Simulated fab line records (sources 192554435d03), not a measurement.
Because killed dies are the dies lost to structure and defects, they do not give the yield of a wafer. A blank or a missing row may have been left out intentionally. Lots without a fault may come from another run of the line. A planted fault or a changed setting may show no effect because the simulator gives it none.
Matching of chambers | flow n5 finfet | N5_BEOL_M13_DEP_53 on pecvd-01: 3 sister chambers
The step deposits SiCN from 3MS/NH3, target thk 50 nm, time 17.8 s. 18 wafers are shown with their chamber, then 9 later ones without.

== EACH WAFER AND ITS CHAMBER ==
wafer  | chamber | throttle valve pct (%) | showerhead plenum p Torr (Torr)
L076.1 | 0       | 19.4                   | 4.167
L076.3 | 1       | 18.5                   | 4.154
L076.4 | 2       | 16.3                   | 4.171
L081.1 | 2       | 16.3                   | 4.170
L081.2 | 1       | 18.6                   | 4.168
L081.5 | 0       | 19.4                   | 4.160
L082.1 | 2       | 16.3                   | 4.166
L082.5 | 0       | 19.3                   | 4.159
L082.6 | 2       | 16.3                   | 4.171
L083.4 | 2       | 16.2                   | 4.161
L083.5 | 0       | 19.5                   | 4.162
L083.6 | 1       | 18.8                   | 4.145
L084.2 | 1       | 18.8                   | 4.166
L084.4 | 2       | 16.2                   | 4.168
L084.5 | 0       | 19.4                   | 4.154
L085.2 | 0       | 19.4                   | 4.161
L085.4 | 0       | 19.4                   | 4.175
L085.6 | 1       | 18.6                   | 4.167

SIGNATURES, as means of the wafers listed above
reading                  | chamber 0 | chamber 1 | chamber 2 | scatter within a chamber
throttle valve pct       | 19.400    | 18.660    | 16.267    | 0.0838
showerhead plenum p Torr | 4.16257   | 4.16000   | 4.16783   | 0.00709
Rule: for each reading, subtract the chamber's mean from the wafer's reading, divide by that reading's scatter and square the result; add these up over the readings and take the root, which gives the wafer's distance from the chamber. If the next closest chamber is less than 2 further off than the closest, the wafer can't be placed; otherwise it belongs to the closest. How the scatter is found: for the shown wafers, subtract from each reading the mean of its chamber, square and add these, divide the total by (wafers less chambers), then take the root.

== WAFERS WITH NO CHAMBER GIVEN ==
wafer  | throttle valve pct (%) | showerhead plenum p Torr (Torr)
L092.2 | 18.8                   | 4.159
L092.3 | 19.4                   | 4.175
L092.5 | 18.7                   | 4.158
L095.2 | 19.2                   | 4.176
L095.3 | 16.4                   | 4.181
L095.4 | 18.5                   | 4.166
L097.2 | 16.4                   | 4.175
L097.3 | 18.6                   | 4.157
L097.4 | 19.3                   | 4.169

== EACH ONE'S CHAMBER ==
wafer  | from the rows above | in truth
L092.2 | 1                   | 1
L092.3 | 0                   | 0
L092.5 | 1                   | 1
L095.2 | 0                   | 0
L095.3 | 2                   | 2
L095.4 | 1                   | 1
L097.2 | 2                   | 2
L097.3 | 1                   | 1
L097.4 | 0                   | 0
Correctly placed: 9 of 9. Left unplaced by these rows: 0. Number placed wrongly: 0.
